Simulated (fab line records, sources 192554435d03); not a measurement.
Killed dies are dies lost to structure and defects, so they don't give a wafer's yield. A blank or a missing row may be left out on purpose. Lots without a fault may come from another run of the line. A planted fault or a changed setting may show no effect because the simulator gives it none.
fab line records | flow n5_finfet
record lots=8 wafers=24 last_day=17
route steps=1938 shown BEOL_M8@1370 PASSIVATION@1936
lots that met no fault: from a run of the same line without faults
start_h: hours from the record's first day to the start of the lot's first wafer shown | wait_h: hours since the lot's step before | " the same as in the row above | L1.1+2: a row that stands for several wafers | - no value, or no start given | * or withheld: withheld | < > ~ a bound
route shown NAME@n: a module of which the file shows steps, and the number in the route of the first | usual: mean/standard deviation of fault-free wafers | same: alike in all rows | chamber/n: place in a boat | sites: the reading at each site | _std_site: their standard deviation | _edge_site: outer sites' mean less inner sites' | radius_mm: how far each site lies from the wafer's centre | mask NAME#n: copy n | behind: the tool/chamber that last shaped the wafer | hold: why the lot was held/for how many hours/how that ended | device: the transistor (n, p or np) that didn't switch | end of line: the same wafers' tests at the end of the route | a step without rows: its recipe alone | killed: dies lost to structure and defects at the first sort, not the wafer's yield | map: a wafer's dies, x killed, . not, _ none there
set.NAME: the setting as run; set.NAME@STEP: as run at that earlier step | model.NAME: the simulator's own value behind a step, which no gauge read
steps of the route over a sample of lots; a table a step, a row a wafer
services: from which hour (start_h, from the record's first day; less than 0 if before it) a tool's chamber was out of use, for how many hours, and why
## steps
# step N5_BEOL_M8_ETCH_65
# recipe chemistry=CF4 target=SiARC target_depth_a=156 mask_material=CAR-EUV time_s=26 ion_energy_ev=80 pressure_mtorr=40 source_w=545 bias_w=36 Ar_flow_sccm=100 cf4_flow_sccm=100 ends=cleared
# usual bias_w=35.99/0.1 drypump_motor_current_A=5.8/0.48 etch_rf_on_time_s=26.3/0.43 mfc_ar_sccm=100.0/0.3 oes_product_au=0.66/0.077 rf_vpp_V=184.1/1.2 showerhead_plenum_p_Torr=2.15/0.066 throttle_valve_pct=15.59/0.25
# columns lot.wafer tool chamber start_h wait_h bias_w drypump_motor_current_A etch_rf_on_time_s mfc_ar_sccm oes_product_au rf_hours_counter_h rf_vpp_V showerhead_plenum_p_Torr throttle_valve_pct
L758.3 rie_diel-05 2 215.56 0.0 36.06 6.3 26.9 99.7 0.59 209 184.2 2.13 15.84
L758.5 " 2 " " 35.87 6.3 26.9 99.8 0.59 - 183.7 2.13 15.83
L758.6 " 0 " " 36.09 5.2 27.0 100.3 0.60 - 186.2 2.20 15.76
L761.1 rie_diel-05 0 222.58 0.0 36.07 5.2 26.9 99.7 0.59 237 184.9 2.20 15.76
L761.3 " 2 " " 35.96 6.3 26.7 100.1 0.59 211 184.1 2.13 15.84
L761.5 " 1 " " 35.86 6.1 26.0 99.9 0.84 - 184.6 2.11 15.32
L762.4 rie_diel-03 3 225.75 0.0 36.08 6.3 25.9 100.0 0.65 143 182.5 2.06 15.54
L762.5 " 2 " " 35.98 6.6 26.7 99.7 0.59 - 186.5 2.21 15.98
L762.6 " 3 " " 35.98 6.3 25.7 100.2 0.66 - 182.4 2.06 15.54
L769.3 rie_diel-05 1 276.66 0.0 36.09 6.2 26.2 99.8 0.77 22 183.9 2.10 15.36
L769.4 " 2 " " 35.87 6.3 26.8 100.1 0.57 - 183.4 2.12 15.86
L769.6 " 3 " " 36.05 5.4 26.8 99.8 0.59 - 182.3 2.12 15.86
L770.2 rie_diel-05 1 292.46 0.0 35.98 6.2 26.0 100.5 0.77 27 182.9 2.10 15.37
L770.4 " 2 " " 35.85 6.3 26.5 100.4 0.58 235 184.3 2.12 15.88
L770.5 " 0 " " 35.95 5.2 25.7 99.6 0.82 - 183.8 2.19 15.29
L774.1 rie_diel-03 1 300.00 0.0 35.96 5.7 26.2 99.8 0.64 143 185.3 2.24 15.37
L774.2 " 3 " " 35.98 6.2 26.0 100.2 0.64 170 183.1 2.05 15.59
L774.6 " 0 " " 35.95 6.3 26.3 99.9 0.72 - 184.2 2.09 15.55
L777.1 rie_diel-01 2 315.96 0.0 36.02 5.4 25.5 100.3 0.67 123 184.2 2.24 15.45
L777.2 " 0 " " 36.02 5.5 26.0 99.8 0.74 44 185.4 2.18 15.10
L777.6 " 2 " " 36.07 5.4 25.8 99.8 0.66 - 184.9 2.24 15.44
L781.4 rie_diel-03 0 341.39 0.0 36.20 6.3 25.9 99.4 0.70 - 183.4 2.08 15.57
L781.5 " 1 " " 35.98 5.7 26.3 99.6 0.63 - 184.8 2.23 15.41
L781.6 " 3 " " 36.00 6.2 26.0 100.0 0.63 - 183.1 2.04 15.62
# step N5_BEOL_M8_TRENCH_ETCH_37
# recipe chemistry=C4F6/O2 target_depth_a=934.78 target=SiCOH_lowk time_s=31.2 ion_energy_ev=250 pressure_mtorr=30 source_w=345 bias_w=185 Ar_flow_sccm=300 C4F6_flow_sccm=10 O2_flow_sccm=10
# usual O2_flow_sccm=10.002/0.028 bias_w=184.9/0.46 drypump_motor_current_A=5.8/0.48 mfc_ar_sccm=299.8/0.9 oes_product_au=0.77/0.089 rf_vpp_V=661/5.5 showerhead_plenum_p_Torr=2.85/0.089 throttle_valve_pct=20.86/0.24
# columns lot.wafer tool chamber start_h wait_h O2_flow_sccm bias_w drypump_motor_current_A mfc_ar_sccm oes_product_au rf_hours_counter_h rf_vpp_V showerhead_plenum_p_Torr throttle_valve_pct
L758.3 rie_diel-05 2 215.78 - 10.015 184.5 6.3 300.6 0.69 209 655 2.83 21.10
L758.5 " 2 " " 9.968 184.0 6.3 299.8 0.69 - 655 2.83 21.08
L758.6 " 0 " " 10.023 184.9 5.2 300.3 0.69 - 662 2.92 21.01
L761.1 rie_diel-05 0 222.81 - 10.005 185.0 5.2 301.2 0.69 238 662 2.92 21.02
L761.3 " 2 " " 9.985 184.5 6.3 299.9 0.69 211 654 2.83 21.11
L761.5 " 1 " " 9.991 184.3 6.2 298.5 0.99 - 658 2.79 20.63
L762.4 rie_diel-03 3 225.97 - 9.990 184.5 6.3 298.8 0.77 144 659 2.74 20.83
L762.5 " 2 " " 9.973 184.7 6.5 299.7 0.69 - 666 2.93 21.25
L762.6 " 3 " " 10.006 185.0 6.3 299.4 0.77 - 661 2.74 20.83
L769.3 rie_diel-05 1 276.88 - 9.994 231.8 6.1 297.9 0.95 22 785 2.78 20.68
L769.4 " 2 " " 10.023 231.3 6.3 299.1 0.71 - 781 2.82 21.14
L769.6 " 3 " " 10.065 231.6 5.4 300.3 0.73 - 784 2.81 21.12
L770.2 rie_diel-05 1 292.68 - 10.026 231.6 6.2 299.7 0.94 27 784 2.78 20.69
L770.4 " 2 " " 10.011 231.8 6.3 301.3 0.70 235 781 2.82 21.15
L770.5 " 0 " " 10.000 231.2 5.2 299.6 1.00 - 788 2.91 20.66
L774.1 rie_diel-03 1 300.22 - 10.030 184.9 5.7 301.2 0.76 144 666 2.98 20.66
L774.2 " 3 " " 10.012 184.6 6.3 298.7 0.74 171 661 2.73 20.87
L774.6 " 0 " " 9.990 184.8 6.3 300.4 0.84 - 652 2.77 20.83
L777.1 rie_diel-01 2 316.18 - 9.942 184.9 5.4 297.9 0.77 123 671 2.98 20.75
L777.2 " 0 " " 9.975 184.8 5.5 299.9 0.87 44 671 2.89 20.34
L777.6 " 2 " " 10.021 184.1 5.3 298.1 0.78 - 670 2.98 20.76
L781.4 rie_diel-03 0 341.61 - 10.079 185.3 6.3 300.5 0.80 - 654 2.76 20.83
L781.5 " 1 " " 9.943 184.4 5.7 299.8 0.73 - 666 2.97 20.67
L781.6 " 3 " " 9.988 184.2 6.3 299.0 0.73 - 661 2.72 20.88
# step N5_BEOL_M8_ETCH_41
# recipe chemistry=CH3F/O2 target=SiCN target_depth_a=319 taper_deg=2 time_s=57.8 ion_energy_ev=120 mask_material=TiN pressure_mtorr=30 source_w=395 bias_w=75 Ar_flow_sccm=150 CH3F_flow_sccm=30 O2_flow_sccm=20
# usual O2_flow_sccm=20.01/0.055 bias_w=74.96/0.2 drypump_motor_current_A=5.8/0.48 mfc_ar_sccm=150.0/0.48 oes_product_au=0.77/0.089 rf_vpp_V=297.3/1.6 showerhead_plenum_p_Torr=2.00/0.065 throttle_valve_pct=16.28/0.25
# columns lot.wafer tool chamber start_h wait_h O2_flow_sccm bias_w drypump_motor_current_A mfc_ar_sccm oes_product_au rf_hours_counter_h rf_vpp_V showerhead_plenum_p_Torr throttle_valve_pct
L758.3 rie_diel-05 2 - - 20.01 75.05 6.3 150.1 0.69 209 295.0 1.99 16.52
L758.5 " 2 " " 20.11 74.99 6.3 150.1 0.70 - 297.6 1.99 16.50
L758.6 " 0 " " 20.02 74.87 5.2 150.0 0.69 - 299.5 2.05 16.47
L761.1 rie_diel-05 0 - - 19.92 75.14 5.2 150.2 0.69 238 300.1 2.05 16.45
L761.3 " 2 " " 19.97 74.60 6.3 149.7 0.69 211 297.8 1.98 16.51
L761.5 " 1 " " 20.06 74.81 6.2 150.0 0.98 - 296.7 1.96 15.98
L762.4 rie_diel-03 3 - - 20.06 74.85 6.3 150.3 0.78 144 295.4 1.92 16.25
L762.5 " 2 " " 20.10 74.49 6.6 149.6 0.69 - 297.3 2.06 16.64
L762.6 " 3 " " 20.09 74.94 6.3 150.1 0.77 - 295.4 1.92 16.25
L769.3 rie_diel-05 1 - - 20.04 74.68 6.1 150.3 0.91 22 297.1 1.95 16.04
L769.4 " 2 " " 19.96 74.95 6.3 149.6 0.69 - 296.6 1.98 16.55
L769.6 " 3 " " 19.92 75.13 5.4 150.2 0.70 - 296.8 1.98 16.53
L770.2 rie_diel-05 1 - - 19.97 75.16 6.1 149.8 0.90 27 297.7 1.95 16.06
L770.4 " 2 " " 20.05 75.02 6.3 150.3 0.68 235 295.6 1.98 16.56
L770.5 " 0 " " 19.94 74.94 5.2 149.9 0.96 - 297.4 2.05 16.00
L774.1 rie_diel-03 1 - - 19.98 75.06 5.7 150.0 0.74 144 298.3 2.09 16.11
L774.2 " 3 " " 20.02 75.35 6.3 150.0 0.74 171 294.8 1.91 16.31
L774.6 " 0 " " 20.07 74.98 6.3 149.5 0.84 - 297.4 1.94 16.22
L777.1 rie_diel-01 2 - - 20.05 74.60 5.4 150.6 0.77 123 299.0 2.10 16.13
L777.2 " 0 " " 19.91 74.98 5.5 150.4 0.88 44 297.3 2.03 15.77
L777.6 " 2 " " 19.96 75.00 5.4 149.4 0.78 - 299.8 2.10 16.16
L781.4 rie_diel-03 0 - - 20.02 74.82 6.3 150.6 0.81 - 295.8 1.94 16.25
L781.5 " 1 " " 20.02 74.99 5.7 149.6 0.73 - 298.2 2.09 16.12
L781.6 " 3 " " 19.96 75.08 6.3 149.8 0.72 - 295.1 1.91 16.33
# step N5_BEOL_M8_OCD_MEAS_38
# usual trench_depth_nm=92.3/1.3
# columns lot.wafer tool chamber start_h wait_h trench_depth_nm
L758.3 ocd-02 - 215.95 - 90.7
L758.5 " - " " 91.3
L758.6 " - " " 90.6
L761.1 ocd-01 - 222.96 - 91.3
L761.3 " - " " 90.5
L761.5 " - " " 93.8
L762.4 ocd-01 - 226.14 - 93.3
L762.5 " - " " 91.3
L762.6 " - " " 93.3
L769.3 ocd-01 - 277.04 - 101.0
L769.4 " - " " 98.8
L769.6 " - " " 97.9
L770.2 ocd-02 - 292.83 - 102.1
L770.4 " - " " 98.7
L770.5 " - " " 102.6
L774.1 ocd-01 - 300.38 - 92.4
L774.2 " - " " 94.0
L774.6 " - " " 92.1
L777.1 ocd-02 - 316.34 - 93.8
L777.2 " - " " 94.3
L777.6 " - " " 92.9
L781.4 ocd-01 - 341.75 - 91.7
L781.5 " - " " 90.6
L781.6 " - " " 92.1
# step N5_BEOL_M8_PRE_CLEAN_45
# recipe gas=H2/He time_s=30 temp_c=250
# usual heater_power_w=348/39 susceptor_temp_C=249.97/0.18
# columns lot.wafer tool chamber start_h wait_h heater_power_w susceptor_temp_C
L758.3 pvd_sputter-03 - 218.59 0.0 349 250.00
L758.5 " - " " 295 249.85
L758.6 " - " " 423 249.95
L761.1 pvd_sputter-01 - 223.55 0.0 355 250.02
L761.3 " - " " 360 249.93
L761.5 " - " " 355 249.99
L762.4 pvd_sputter-02 - 227.05 0.0 383 250.00
L762.5 " - " " 368 250.00
L762.6 " - " " 343 250.16
L769.3 pvd_sputter-02 - 278.08 0.0 311 250.10
L769.4 " - " " 343 249.68
L769.6 " - " " 349 249.88
L770.2 pvd_sputter-03 - 293.71 0.0 345 249.53
L770.4 " - " " 297 250.05
L770.5 " - " " 412 249.99
L774.1 pvd_sputter-02 - 301.81 0.0 337 249.67
L774.2 " - " " 376 249.85
L774.6 " - " " 298 249.84
L777.1 pvd_sputter-02 - 317.01 0.0 343 249.88
L777.2 " - " " 298 249.83
L777.6 " - " " 306 249.80
L781.4 pvd_sputter-03 - 342.66 0.0 347 249.85
L781.5 " - " " 349 250.19
L781.6 " - " " 367 249.92
# step N5_BEOL_M8_THK_MEAS_53
# recipe thk_meas_gauge=xrf reads=Cu_of_BEOL_M8_ECD_50
# usual M8_THK=78.3/1.7
# columns lot.wafer tool chamber start_h wait_h M8_THK[nm]
L758.3 film_metro-02 - 220.09 - 77.7
L758.5 " - " " 77.1
L758.6 " - " " 76.3
L761.1 film_metro-01 - 226.74 - 76.5
L761.3 " - " " 75.4
L761.5 " - " " 79.5
L762.4 film_metro-02 - 230.42 - 78.5
L762.5 " - " " 76.0
L762.6 " - " " 78.8
L769.3 film_metro-01 - 280.11 - 88.2
L769.4 " - " " 86.2
L769.6 " - " " 85.2
L770.2 film_metro-02 - 295.30 - 87.5
L770.4 " - " " 84.3
L770.5 " - " " 87.3
L774.1 film_metro-01 - 303.33 - 78.6
L774.2 " - " " 79.5
L774.6 " - " " 80.0
L777.1 film_metro-01 - 319.22 - 81.4
L777.2 " - " " 81.1
L777.6 " - " " 79.5
L781.4 film_metro-02 - 344.54 - 77.8
L781.5 " - " " 75.8
L781.6 " - " " 77.9
# step N5_BEOL_M8_RS_MEAS_57
# recipe thk_meas_gauge=four-point-probe reads=Cu_of_BEOL_M8_ECD_50+Co_of_BEOL_M8_CVD_78+TaN_of_BEOL_M8_ALD_77
# usual M8_RS=0.291/0.0068
# columns lot.wafer tool chamber start_h wait_h M8_RS[ohm/sq]
L758.3 film_metro-01 - 220.26 0.1 0.294
L758.5 " - " " 0.298
L758.6 " - " " 0.301
L761.1 film_metro-02 - 226.87 0.1 0.299
L761.3 " - " " 0.305
L761.5 " - " " 0.287
L762.4 film_metro-02 - 230.55 0.0 0.288
L762.5 " - " " 0.304
L762.6 " - " " 0.291
L769.3 film_metro-01 - 280.24 0.1 0.256
L769.4 " - " " 0.263
L769.6 " - " " 0.265
L770.2 film_metro-02 - 295.43 0.1 0.257
L770.4 " - " " 0.266
L770.5 " - " " 0.257
L774.1 film_metro-02 - 303.46 0.1 0.290
L774.2 " - " " 0.286
L774.6 " - " " 0.285
L777.1 film_metro-02 - 319.35 0.1 0.280
L777.2 " - " " 0.280
L777.6 " - " " 0.286
L781.4 film_metro-01 - 344.67 0.0 0.295
L781.5 " - " " 0.303
L781.6 " - " " 0.295
# step N5_PASSIVATION_PROBE_49
# usual defect_limited_yield=91.0/1.5 killed_at_M0_to_M3=36/12 killed_at_M4_up=14/5.5 killed_at_contacts=11/4.8 killed_at_front_end=42/12 killed_at_other=3.7/2.7 killed_dies=106/18 killed_open=70/13 killed_short=35/8.2 sort_bin_5_function=5.3/1 sort_bin_6_memory=3.3/0.69 sort_bin_8_speed=0.00/0.007 sort_n_pass=1074/18 sort_yield_pct=91.0/1.5
# same gross_dies=1180 killed_at_back_side=0 sort_bin_4_leakage[%]=0
# columns lot.wafer tool chamber start_h wait_h defect_limited_yield[%] killed_at_M0_to_M3 killed_at_M4_up killed_at_contacts killed_at_front_end killed_at_other killed_dies killed_open killed_short sort_bin_5_function[%] sort_bin_6_memory[%] sort_bin_8_speed[%] sort_n_pass sort_yield_pct[%]
L769.3 prober-02 - 348.21 0.5 93.6 24 13 10 26 2 75 54 21 3.3 2.9 0 1105 93.6
L769.4 prober-02 - 348.26 0.6 89.8 32 20 7 57 4 120 76 44 6.2 3.6 0 1060 89.8
L769.6 prober-02 - 348.36 0.7 91.9 24 24 8 37 2 95 61 32 4.8 3.0 0 1085 91.9
L774.1 prober-02 - 361.67 0.0 88.3 46 20 15 54 3 138 95 43 5.9 5.1 0 1042 88.3
L774.2 prober-02 - 361.72 0.1 88.3 43 19 7 64 5 138 88 49 6.9 4.2 0 1042 88.3
# killed by level:class
L769.3 BEOL_M0_SAQP:geometric_particle:open=10 MOL_CONTACT_COAG:geometric_particle:open=8 BEOL_M0_SAQP:geometric_particle:short=8 FIN_SAQP:geometric_particle:open=5 STI_FIN_REVEAL:geometric_particle:open=5 FIN_SAQP:geometric_particle:short=4 STARTING-WAFER:geometric_particle:open=4 DUMMY_GATE:geometric_particle:open=3
L769.4 STI_FIN_REVEAL:geometric_particle:open=13 FIN_SAQP:geometric_particle:open=11 BEOL_M0_SAQP:geometric_particle:short=11 BEOL_M4:geometric_particle:open=9 BEOL_M2:geometric_particle:open=9 BEOL_M0_SAQP:geometric_particle:open=8 FIN_SAQP:geometric_particle:short=7 DUMMY_GATE:geometric_particle:open=7
L769.6 BEOL_M4:geometric_particle:open=15 STI_FIN_REVEAL:geometric_particle:open=7 BEOL_M0_SAQP:geometric_particle:open=6 BEOL_M1:geometric_particle:open=6 FIN_SAQP:geometric_particle:short=5 MOL_CONTACT_COAG:geometric_particle:open=5 BEOL_M1:geometric_particle:short=5 STI_FIN_REVEAL:geometric_particle:short=4
L774.1 FIN_SAQP:geometric_particle:short=15 MOL_CONTACT_COAG:geometric_particle:open=15 STI_FIN_REVEAL:geometric_particle:open=12 BEOL_M0_SAQP:geometric_particle:open=12 BEOL_M0_SAQP:geometric_particle:short=10 FIN_SAQP:geometric_particle:open=9 BEOL_M1:geometric_particle:open=9 BEOL_M4:geometric_particle:open=6
L774.2 BEOL_M0_SAQP:geometric_particle:open=15 BEOL_M4:geometric_particle:open=12 FIN_SAQP:geometric_particle:short=11 BEOL_M0_SAQP:geometric_particle:short=10 STI_FIN_REVEAL:geometric_particle:open=9 FIN_SAQP:geometric_particle:open=8 DUMMY_GATE:geometric_particle:open=8 MOL_CONTACT_COAG:geometric_particle:open=7
## services
# columns tool chamber start_h hours kind
rie_diel-05 1 202.25 - clean
rie_diel-05 1 202.25 - consumable_replace:focus_ring
rie_diel-05 1 202.25 14.5 scheduled_down
rie_diel-05 1 202.25 14.5 vent_cycle
rie_diel-01 0 225.59 5.0 repair
rie_diel-01 1 246.01 6.7 repair
rie_diel-05 0 261.01 - clean
rie_diel-05 0 261.01 - consumable_replace:focus_ring
rie_diel-05 0 261.01 24.8 scheduled_down
rie_diel-05 0 261.01 24.8 vent_cycle
rie_diel-01 1 300.08 2.1 repair
rie_diel-03 - 306.71 2.8 pm
rie_diel-03 2 315.09 11.2 repair
rie_diel-03 2 326.38 - clean
rie_diel-03 2 326.38 - consumable_replace:focus_ring
rie_diel-03 2 326.38 17.9 scheduled_down
rie_diel-03 2 326.38 17.9 vent_cycle
rie_diel-05 3 331.50 3.1 repair
rie_diel-05 2 334.65 - clean
rie_diel-05 2 334.65 - consumable_replace:focus_ring
rie_diel-05 2 334.65 20.5 scheduled_down
rie_diel-05 2 334.65 20.5 vent_cycle
rie_diel-01 1 337.69 - clean
rie_diel-01 0 338.64 8.2 repair
## key
first_sign step=N5_BEOL_M8_TRENCH_ETCH_37 reading=bias_w direction=up sigmas=99+ usual=* struck=*
effect step=N5_BEOL_M8_TRENCH_ETCH_37 reading=rf_vpp_V direction=up sigmas=22 usual=661 struck=784
effect step=N5_BEOL_M8_OCD_MEAS_38 reading=trench_depth_nm direction=up sigmas=6.1 usual=92.3 struck=100.2
effect step=N5_BEOL_M8_THK_MEAS_53 reading=M8_THK direction=up sigmas=4.7 usual=78.3 struck=86.4
effect step=N5_BEOL_M8_RS_MEAS_57 reading=M8_RS direction=down sigmas=4.5 usual=0.291 struck=0.261
met_at N5_BEOL_M8_TRENCH_ETCH_37
struck_lots L769,L770
not_acting_at N5_BEOL_M8_ETCH_65,N5_BEOL_M8_ETCH_41,N5_BEOL_M8_PRE_CLEAN_45
onset_between 222.81 276.88
fault kind=process_parameter_drift tool=rie_diel-05 chamber=- onset_h=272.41 steps=N5_BEOL_M8_TRENCH_ETCH_37 channel=bias_w offset=* shape=step end_h=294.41 acts_in=* stated=*
